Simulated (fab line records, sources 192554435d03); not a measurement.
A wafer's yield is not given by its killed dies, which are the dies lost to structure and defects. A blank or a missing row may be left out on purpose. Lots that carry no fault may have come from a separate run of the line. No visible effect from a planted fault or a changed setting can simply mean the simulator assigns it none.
fab line records | flow n5_finfet
[record] lots = 5 wafers = 15 last_day = 18
route steps=1938 shown BEOL_M2@867 BEOL_M4@1111
lots that met no fault: from a run of the same line without faults
start_h: start of the lot's first displayed wafer, in hours after the record's first day | wait_h: how many hours have passed since the lot's step before this one | " same as the row above | L1.1+2: a row that stands for several wafers | - either no value or no given start | * or withheld: withheld | < > ~ a bound
route shown NAME@n: a module of which the file shows steps, and the number in the route of the first | usual: the fault-free wafers' mean and standard deviation | same: alike in all rows | chamber/n: place in a boat | sites: each site's reading | _std_site: standard deviation of those values | _edge_site: inner sites' mean taken away from outer sites' mean | radius_mm: for every site, how far away it sits from the centre of the wafer | mask NAME#n: copy n | behind: the most recent tool/chamber to have shaped the wafer | hold: the reason the lot was held/the length of the hold in hours/how it ended | device: the n, p or np transistor that did not switch | end of line: tests of these same wafers at the route's end | a step given without rows: its recipe and nothing more | killed: the dies lost at the first sort to structure and to defects; this is not the yield of the wafer | map: a wafer's dies, marking killed ones x, the rest . and places with no die _
set.NAME: the run value of the setting; set.NAME@STEP: its run value at that earlier step | model.NAME: the simulator's own value behind a step, which no gauge read
lots at some steps of the route; a table a step, a row a wafer
services: the hour from which a tool's chamber was out of use, counted from the record's first day as start_h (under 0 if before that day), plus the number of hours and why
[[steps]]
[step N5_BEOL_M2_COAT_67]
[recipe] resist = SOC temp_c = 250 time_s = 60 spin_rpm = 1500 resist_thk_nm = 60
[step N5_BEOL_M2_COAT_68]
[recipe] resist = SiARC temp_c = 220 time_s = 60 spin_rpm = 1500 resist_thk_nm = 12
[step N5_BEOL_M2_COAT_76]
[recipe] resist = underlayer temp_c = 205 time_s = 60 spin_rpm = 1500 resist_thk_nm = 5
[step N5_BEOL_M2_COAT_22]
[recipe] resist = CAR-EUV spin_rpm = 1500 resist_thk_nm = 30
[step N5_BEOL_M2_EBR_24]
[recipe] solvent = PGMEA ebr_width_mm = 1.5
[step N5_BEOL_M2_SOFTBAKE_23]
[recipe] temp_c = 110 time_s = 60 resist = CAR-EUV
[step N5_BEOL_M2_EXPOSE_25]
[recipe] mask_id = V1 na = 0.33 source_shape = quasar sigma_inner = 0.2 sigma_outer = 0.8 polarization = unpolarized defocus_nm = 5 dose_mj = 63
[step N5_BEOL_M2_PEB_26]
[recipe] peb_temp_c = 100 peb_time_s = 60 resist = CAR-EUV
[step N5_BEOL_M2_DEVELOP_27]
[recipe] develop_time_s = 30 developer = TMAH resist = CAR-EUV rinse_liquid = surfactant_rinse dry = air_spin dev_temp_c = 23
[step N5_BEOL_M2_CD_MEAS_28]
[recipe] target_cd_nm = 26.2 landing_energy_ev = 500 detector = se_inlens target_cd_y_nm = 24.1 polarity = opening
[usual] cd_nm = 26.28/0.27
// columns lot.wafer tool chamber start_h wait_h cd_nm
L348.1 cd_sem-02 0 144.51 - 26.18
L348.2 " 0 " " 26.01
L348.5 " 0 " " 26.53
L356.1 cd_sem-02 0 192.37 - 26.16
L356.2 " 0 " " 26.12
L356.4 " 0 " " 26.40
L363.4 cd_sem-03 0 244.12 - 26.45
L363.5 " 0 " " 26.53
L363.6 " 0 " " 26.43
L365.1 cd_sem-02 0 248.02 - 26.35
L365.3 " 0 " " 26.32
L365.4 " 0 " " 26.53
L364.1 cd_sem-02 0 255.68 - 26.17
L364.2 " 0 " " 26.13
L364.4 " 0 " " 25.98
[step N5_BEOL_M2_OVL_MEAS_29]
[recipe] points_per_wafer = 522
[usual] V1_OVL = -0.2/0.59
// columns lot.wafer tool chamber start_h wait_h V1_OVL[nm]
L348.1 overlay-01 0 144.54 0.0 -0.5
L348.2 " 0 " " 0.8
L348.5 " 0 " " 1.0
L356.1 overlay-02 0 192.40 0.0 -0.5
L356.2 " 0 " " -1.4
L356.4 " 0 " " -1.8
L363.4 overlay-02 0 244.17 0.0 0.2
L363.5 " 0 " " -0.6
L363.6 " 0 " " 0.7
L365.1 overlay-02 0 248.05 0.0 -1.1
L365.3 " 0 " " 0.5
L365.4 " 0 " " 0.2
L364.1 overlay-01 0 255.71 0.0 -0.9
L364.2 " 0 " " -0.2
L364.4 " 0 " " -0.3
[step N5_BEOL_M2_INSPECT_30]
[recipe] mode = adi inspect_instrument = brightfield
[usual] raw_defect_count = 398/80
// columns lot.wafer tool chamber start_h wait_h raw_defect_count
L348.1 defect_inspect-02 - 144.60 0.1 407
L348.2 " - " " 312
L348.5 " - " " 456
L356.1 defect_inspect-01 - 192.46 0.1 479
L356.2 " - " " 446
L356.4 " - " " 343
L363.4 defect_inspect-01 - 244.21 0.0 455
L363.5 " - " " 426
L363.6 " - " " 484
L365.1 defect_inspect-01 - 248.10 0.1 496
L365.3 " - " " 306
L365.4 " - " " 554
L364.1 defect_inspect-01 - 255.77 0.1 439
L364.2 " - " " 351
L364.4 " - " " 480
[step N5_BEOL_M2_DESCUM_33]
[recipe] chemistry = O2 time_s = 7 source_power_w = 50 bias_power_w = 20 pressure_mtorr = 20 rf_frequency_hz = 2.712e+07 temp_c = 40 resist = CAR-EUV o2_flow_sccm = 225
[usual] drypump_motor_current_A = 5.6/0.56 oes_product_au = 0.73/0.053 rf_vpp_V = 242.8/1.4 showerhead_plenum_p_Torr = 2.06/0.066 throttle_valve_pct = 20.5/0.31
// columns lot.wafer tool chamber start_h wait_h drypump_motor_current_A oes_product_au rf_hours_counter_h rf_vpp_V showerhead_plenum_p_Torr throttle_valve_pct model.CAR-EUV_of_BEOL_M2_COAT_22.thk_nm
L348.1 rie_diel-06 1 144.64 0.0 5.5 0.71 174 242.9 2.00 20.9 26.2
L348.2 " 3 " " 5.0 0.73 170 242.2 2.02 20.1 26
L348.5 " 3 " " 5.0 0.73 - 242.2 2.02 20.1 26
L356.1 rie_diel-06 3 192.53 0.1 5.0 0.73 184 240.7 2.01 20.1 26
L356.2 " 1 " " 5.5 0.70 195 241.3 1.99 20.9 26.2
L356.4 " 2 " " 4.9 0.68 217 244.2 2.15 20.8 26.2
L363.4 rie_diel-05 1 244.24 0.0 6.7 0.74 136 244.8 2.10 20.1 26.2
L363.5 " 0 " " 6.4 0.79 - 243.7 2.09 20.3 26
L363.6 " 3 " " 5.4 0.83 - 242.7 2.04 20.4 26.2
L365.1 rie_diel-06 3 248.14 0.0 5.0 0.71 198 241.9 2.01 20.1 26.2
L365.3 " 0 " " 5.8 0.68 237 239.6 1.96 20.6 26.6
L365.4 " 2 " " 4.9 0.67 232 245.9 2.14 20.9 26.2
L364.1 rie_diel-05 0 255.99 0.2 6.4 0.79 123 243.1 2.09 20.3 26.2
L364.2 " 2 " " 6.2 0.69 220 242.7 2.07 20.8 26.2
L364.4 " 1 " " 6.6 0.75 140 243.4 2.10 20.1 26.2
[step N5_BEOL_M2_ETCH_77]
[recipe] chemistry = N2/H2 target = underlayer target_depth_a = 65 mask_material = CAR-EUV time_s = 5.2 ion_energy_ev = 200 pressure_mtorr = 30 source_w = 840 bias_w = 150 n2_flow_sccm = 200 h2_flow_sccm = 200 ends = cleared
[usual] drypump_motor_current_A = 5.6/0.56 etch_rf_on_time_s = 5.30/0.15 h2_flow_sccm = 200.0/0.55 oes_product_au = 0.62/0.046 rf_vpp_V = 522.8/2.6 showerhead_plenum_p_Torr = 2.50/0.082 throttle_valve_pct = 18.0/0.33
// columns lot.wafer tool chamber start_h wait_h drypump_motor_current_A etch_rf_on_time_s h2_flow_sccm oes_product_au rf_hours_counter_h rf_vpp_V showerhead_plenum_p_Torr throttle_valve_pct
L348.1 rie_diel-06 1 144.67 0.0 5.5 5.27 200.8 0.60 174 519.5 2.43 18.3
L348.2 " 3 " " 5.0 5.31 199.4 0.62 170 520.4 2.44 17.5
L348.5 " 3 " " 5.0 5.27 199.8 0.62 - 522.7 2.44 17.5
L356.1 rie_diel-06 3 192.56 0.0 5.0 5.38 199.6 0.61 184 518.4 2.44 17.5
L356.2 " 1 " " 5.4 5.22 199.3 0.60 195 518.8 2.42 18.3
L356.4 " 2 " " 4.9 5.43 200.4 0.57 217 526.9 2.62 18.3
L363.4 rie_diel-05 1 244.27 0.0 6.6 5.40 200.3 0.63 136 524.7 2.54 17.5
L363.5 " 0 " " 6.4 4.98 200.6 0.69 - 525.3 2.56 17.8
L363.6 " 3 " " 5.4 5.34 199.6 0.69 - 523.0 2.47 17.8
L365.1 rie_diel-06 3 248.17 0.0 5.0 5.34 199.2 0.60 198 520.9 2.43 17.6
L365.3 " 0 " " 5.8 5.42 199.6 0.58 237 520.5 2.40 18.2
L365.4 " 2 " " 4.9 5.65 200.2 0.55 232 526.1 2.61 18.3
L364.1 rie_diel-05 0 256.03 0.0 6.4 4.94 199.7 0.69 123 525.4 2.55 17.8
L364.2 " 2 " " 6.3 5.33 200.2 0.59 220 523.7 2.53 18.4
L364.4 " 1 " " 6.7 5.37 200.1 0.63 140 524.0 2.54 17.5
[step N5_BEOL_M2_ETCH_69]
[recipe] chemistry = CF4 target = SiARC target_depth_a = 156 mask_material = CAR-EUV time_s = 26 ion_energy_ev = 80 pressure_mtorr = 40 source_w = 545 bias_w = 36 Ar_flow_sccm = 100 cf4_flow_sccm = 100 ends = cleared
[usual] drypump_motor_current_A = 5.6/0.56 etch_rf_on_time_s = 26.6/0.66 oes_product_au = 0.62/0.045 rf_vpp_V = 183.7/1.2 showerhead_plenum_p_Torr = 2.11/0.069 throttle_valve_pct = 15.74/0.29
// columns lot.wafer tool chamber start_h wait_h drypump_motor_current_A etch_rf_on_time_s oes_product_au rf_hours_counter_h rf_vpp_V showerhead_plenum_p_Torr throttle_valve_pct
L348.1 rie_diel-06 1 144.69 0.0 5.5 26.5 0.61 174 181.7 2.05 15.97
L348.2 " 3 " " 5.0 26.3 0.62 170 185.1 2.06 15.29
L348.5 " 3 " " 5.0 26.1 0.62 - 183.6 2.06 15.29
L356.1 rie_diel-06 3 192.58 0.0 5.0 26.6 0.61 184 181.9 2.05 15.33
L356.2 " 1 " " 5.5 26.5 0.60 195 181.8 2.04 16.03
L356.4 " 2 " " 4.9 27.3 0.57 217 184.7 2.21 16.06
L363.4 rie_diel-05 1 244.29 0.0 6.7 27.0 0.64 136 184.0 2.15 15.31
L363.5 " 0 " " 6.4 24.9 0.69 - 185.7 2.16 15.66
L363.6 " 3 " " 5.4 26.7 0.70 - 182.7 2.08 15.42
L365.1 rie_diel-06 3 248.19 0.0 5.0 26.6 0.60 198 182.5 2.05 15.36
L365.3 " 0 " " 5.7 26.6 0.58 237 180.8 2.02 15.92
L365.4 " 2 " " 4.9 27.6 0.56 232 185.7 2.20 16.09
L364.1 rie_diel-05 0 256.04 0.0 6.4 25.0 0.69 123 184.4 2.16 15.67
L364.2 " 2 " " 6.3 26.2 0.60 220 185.3 2.13 16.02
L364.4 " 1 " " 6.7 27.0 0.63 140 182.6 2.15 15.32
[step N5_BEOL_M2_ALD_98]
[recipe] material = SiO2 target_thk_a = 25 temp_c = 100 ald_precursor_family = BDEAS ald_co_reactant = O2-plasma pulse_time_s = 1 co_reactant_pulse_time_s = 1 purge_time_s = 2 co_reactant_purge_time_s = 2 ald_cycles = 17 pressure_torr = 2
[usual] heater_power_w = 79/8.9 precursor_pulse_height_rel = 1.002/0.022
[same] purge_time_s = 2
// columns lot.wafer tool chamber start_h wait_h heater_power_w precursor_pulse_height_rel
L348.1 ald_sin-01 1 144.77 0.1 69 1.011
L348.2 " 3 " " 83 1.018
L348.5 " 3 " " 84 1.029
L356.1 ald_sin-04 2 192.97 0.4 78 0.955
L356.2 " 3 " " 87 0.955
L356.4 " 1 " " 80 0.964
L363.4 ald_sin-03 1 244.68 0.4 62 1.005
L363.5 " 2 " " 83 0.968
L363.6 " 1 " " 64 1.011
L365.1 ald_sin-01 3 248.28 0.1 85 1.022
L365.3 " 2 " " 83 1.012
L365.4 " 0 " " 85 1.038
L364.1 ald_sin-01 2 256.51 0.4 86 0.982
L364.2 " 1 " " 65 1.016
L364.4 " 0 " " 90 1.016
[step N5_BEOL_M2_ETCHBACK_99]
[recipe] chemistry = CHF3 target = SiO2 target_depth_a = 50 time_s = 10.4 source_w = 215 bias_w = 47 Ar_flow_sccm = 200 CHF3_flow_sccm = 12 ion_energy_ev = 100 pressure_mtorr = 30
[usual] drypump_motor_current_A = 5.9/0.55 oes_product_au = 0.74/0.049 rf_vpp_V = 243/4.8 showerhead_plenum_p_Torr = 2.15/0.071 throttle_valve_pct = 17.17/0.26
// columns lot.wafer tool chamber start_h wait_h drypump_motor_current_A oes_product_au rf_hours_counter_h rf_vpp_V showerhead_plenum_p_Torr throttle_valve_pct model.CAR-EUV_of_BEOL_M2_COAT_22.thk_nm
L348.1 rie_diel-06 2 144.94 0.1 4.9 0.68 197 246 2.24 17.55 10.6
L348.2 " 1 " " 5.5 0.72 174 249 2.05 17.46 10.4
L348.5 " 3 " " 5.0 0.72 - 242 2.06 16.73 10.4
L356.1 rie_diel-06 2 204.50 11.5 4.9 0.68 219 247 2.23 17.59 10.4
L356.2 " 3 " " 5.0 0.72 186 241 2.06 16.73 10.6
L356.4 " 1 " " 5.5 0.70 197 248 2.05 17.48 10.6
L363.4 rie_diel-05 2 266.61 21.9 6.3 0.70 223 240 2.14 17.50 10.6
L363.5 " 0 " " 6.4 0.81 - 247 2.18 17.15 10.4
L363.6 " 1 " " 6.7 0.73 - 248 2.18 16.85 10.6
L365.1 rie_diel-06 3 266.78 18.5 5.0 0.70 204 243 2.05 16.77 10.6
L365.3 " 0 " " 5.8 0.68 244 234 2.02 17.36 10.8
L365.4 " 1 " " 5.5 0.68 218 249 2.04 17.55 10.4
L364.1 rie_diel-02 1 278.40 21.8 6.7 0.78 115 237 2.27 16.90 10.6
L364.2 " 3 " " 5.7 0.69 237 238 2.14 17.39 10.6
L364.4 " 2 " " 6.1 0.74 145 243 2.15 17.09 10.6
[step N5_BEOL_M2_ETCH_70]
[recipe] chemistry = N2/H2 target = SOC target_depth_a = 800 overetch_a = 240 mask_material = SiARC temp_c = 40 time_s = 130 ion_energy_ev = 200 pressure_mtorr = 30 source_w = 840 bias_w = 150 n2_flow_sccm = 200 h2_flow_sccm = 200
[usual] drypump_motor_current_A = 5.9/0.55 h2_flow_sccm = 200.0/0.57 oes_product_au = 0.55/0.034 rf_vpp_V = 523.6/2.2 showerhead_plenum_p_Torr = 2.53/0.078 throttle_valve_pct = 17.8/0.31
// columns lot.wafer tool chamber start_h wait_h drypump_motor_current_A h2_flow_sccm oes_product_au rf_hours_counter_h rf_vpp_V showerhead_plenum_p_Torr throttle_valve_pct
L348.1 rie_diel-06 2 144.97 0.0 4.9 199.3 0.51 197 526.8 2.63 18.2
L348.2 " 1 " " 5.5 201.0 0.53 174 521.4 2.43 18.3
L348.5 " 3 " " 5.0 199.6 0.54 - 522.2 2.44 17.5
L356.1 rie_diel-06 2 204.54 0.0 4.9 199.7 0.51 219 526.3 2.62 18.3
L356.2 " 3 " " 5.0 199.6 0.53 186 519.4 2.44 17.5
L356.4 " 1 " " 5.5 200.6 0.52 197 520.3 2.42 18.3
L363.4 rie_diel-05 2 266.65 0.0 6.3 200.4 0.52 223 523.2 2.52 18.3
L363.5 " 0 " " 6.4 199.4 0.58 - 523.3 2.55 17.8
L363.6 " 1 " " 6.6 200.5 0.56 - 523.2 2.54 17.5
L365.1 rie_diel-06 3 266.82 0.0 5.0 200.6 0.52 204 520.3 2.43 17.5
L365.3 " 0 " " 5.8 199.6 0.51 244 519.5 2.39 18.1
L365.4 " 1 " " 5.5 200.8 0.51 218 520.0 2.41 18.3
L364.1 rie_diel-02 1 278.44 0.0 6.7 200.0 0.57 115 526.5 2.66 17.4
L364.2 " 3 " " 5.7 199.6 0.52 237 522.8 2.49 17.9
L364.4 " 2 " " 6.1 199.5 0.56 145 523.5 2.55 17.9
[step N5_BEOL_M4_RC_MEAS_101]
[usual] DIBL_N = 36.3/2 DIBL_P = 36.3/2.4 IOFF_N = 0.16/0.034 IOFF_P = 0.21/0.035 ION_N = 672/12 ION_P = 459/6.5 SS_N = 71.6/0.67 SS_P = 73.3/0.71 VT_N = 250/3.5 VT_P = -251/3
// columns lot.wafer tool chamber start_h wait_h DIBL_N[mV/V] DIBL_P[mV/V] IOFF_N[nA/um] IOFF_P[nA/um] ION_N[uA/um] ION_P[uA/um] SS_N[mV/dec] SS_P[mV/dec] VT_N[mV] VT_P[mV]
L348.1 prober-02 0 175.37 0.0 35.2 34.8 0.14 0.20 678 464 71.0 73.2 253 -249
L348.2 " 0 " " 33.0 32.0 0.11 0.16 658 454 70.8 72.1 256 -253
L348.5 " 0 " " 31.8 31.1 0.10 0.15 654 456 70.5 71.9 256 -256
L356.1 prober-02 0 261.12 0.0 36.8 37.9 0.16 0.23 665 462 71.9 73.1 254 -246
L356.2 " 0 " " 36.4 36.9 0.15 0.20 659 451 71.3 73.2 254 -251
L356.4 " 0 " " 36.8 37.4 0.17 0.22 671 465 71.1 74.2 249 -248
L363.4 prober-02 0 293.75 0.5 39.2 39.7 0.19 0.25 688 469 72.0 74.3 246 -248
L363.5 " 0 " " 39.5 39.5 0.21 0.25 688 467 72.1 73.6 247 -248
L363.6 " 0 " " 38.6 39.2 0.18 0.24 676 461 71.6 73.6 247 -246
L365.1 prober-02 0 308.21 0.0 37.4 37.5 0.17 0.20 680 459 71.4 73.3 249 -252
L365.3 " 0 " " 37.2 36.5 0.17 0.19 679 454 72.1 73.0 249 -252
L365.4 " 0 " " 35.2 35.1 0.14 0.17 676 457 71.1 73.0 249 -256
L364.1 prober-02 0 318.71 0.0 35.9 35.4 0.17 0.19 672 457 71.6 73.7 249 -253
L364.2 " 0 " " 34.7 34.2 0.14 0.18 674 451 71.0 72.9 252 -251
L364.4 " 0 " " 37.3 38.2 0.22 0.24 687 459 72.3 74.5 243 -250
[[services]]
// columns tool chamber start_h hours kind
rie_diel-06 2 122.85 3.9 repair
ald_sin-01 3 124.68 14.4 repair
ald_sin-01 2 130.05 33.2 repair
rie_diel-06 0 138.95 18.3 repair
ald_sin-04 0 144.09 3.0 repair
rie_diel-05 - 146.10 14.6 pm
rie_diel-05 0 161.45 14.5 repair
rie_diel-05 2 176.47 4.3 repair
ald_sin-03 - 177.52 14.0 pm
ald_sin-03 0 177.52 14.0 vent_cycle
ald_sin-03 1 177.52 14.0 vent_cycle
ald_sin-03 2 177.52 14.0 vent_cycle
ald_sin-03 3 177.52 14.0 vent_cycle
ald_sin-03 0 191.52 - clean
ald_sin-04 0 197.08 28.9 repair
ald_sin-01 0 197.52 1.3 repair
rie_diel-02 - 212.23 1.0 repair
ald_sin-01 2 213.45 1.4 repair
rie_diel-06 - 227.77 0.4 repair
rie_diel-05 3 229.94 6.9 repair
ald_sin-04 - 230.93 2.8 pm
rie_diel-05 2 235.44 7.4 repair
rie_diel-05 - 260.09 1.4 repair
ald_sin-01 3 277.06 20.4 repair
[[key]]
first_sign none at tools or gauges
[model_effect] step = N5_BEOL_M2_DESCUM_33 value = CAR-EUV_of_BEOL_M2_COAT_22.thk_nm without = 26.2 struck = 26.6
[model_effect] step = N5_BEOL_M2_ETCHBACK_99 value = CAR-EUV_of_BEOL_M2_COAT_22.thk_nm without = 10.4 struck = 10.8
met_at N5_BEOL_M2_DESCUM_33
struck_wafers L365.3
[fault] kind = process_parameter_drift tool = rie_diel-06 chamber = 0 onset_h = 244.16 steps = N5_BEOL_M2_DESCUM_33 channel = time_s offset = * shape = step end_h = 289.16 acts_in = * stated = *
